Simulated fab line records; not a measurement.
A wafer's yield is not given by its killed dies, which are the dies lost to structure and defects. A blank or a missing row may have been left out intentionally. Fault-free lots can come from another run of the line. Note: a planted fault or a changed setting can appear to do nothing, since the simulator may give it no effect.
Matching of chambers | flow n5-finfet | pecvd-02 running N5_BEOL_M10_DEP_56: 3 sister chambers
The step deposits SiCN from 3MS/NH3, target thk 15 nm, time 26.5 s. 3 wafers are shown with their chamber, then 10 later ones without.

WAFERS, EACH WITH ITS CHAMBER
wafer  | chamber | showerhead-vpp-V (V)
L086.3 | 2       | 792
L086.4 | 1       | 953
L086.5 | 0       | 831

WAFERS WHOSE CHAMBER IS MISSING
wafer  | showerhead-vpp-V (V)
L086.6 | 785
L088.1 | 821
L088.3 | 791
L088.4 | 789
L092.2 | 789
L092.3 | 952
L092.4 | 792
L096.1 | 801
L096.3 | 944
L096.5 | 939

CHAMBER TAKEN BY EACH
wafer  | from the rows above | in truth
L086.6 | 2                   | 2
L088.1 | 0                   | 0
L088.3 | 2                   | 2
L088.4 | 2                   | 2
L092.2 | 2                   | 2
L092.3 | 1                   | 1
L092.4 | 2                   | 2
L096.1 | 2                   | 2
L096.3 | 1                   | 1
L096.5 | 1                   | 1
Correct placement for 10 of the 10. Not placeable from these rows: 0. Number placed wrongly: 0.
How it was worked out, from the rows above alone: a wafer's distance from a chamber is the root of the sum, over the readings, of the square of ((its reading less the chamber's mean) divided by the reading's scatter). The wafer belongs to the nearest chamber; if the next one is less than 2 further off, it can't be placed. For every chamber, the mean is computed from those of its wafers that are shown. The scatter: with one shown wafer a chamber, the root of the mean of the squares of how far each hidden wafer lies from its nearest shown one.
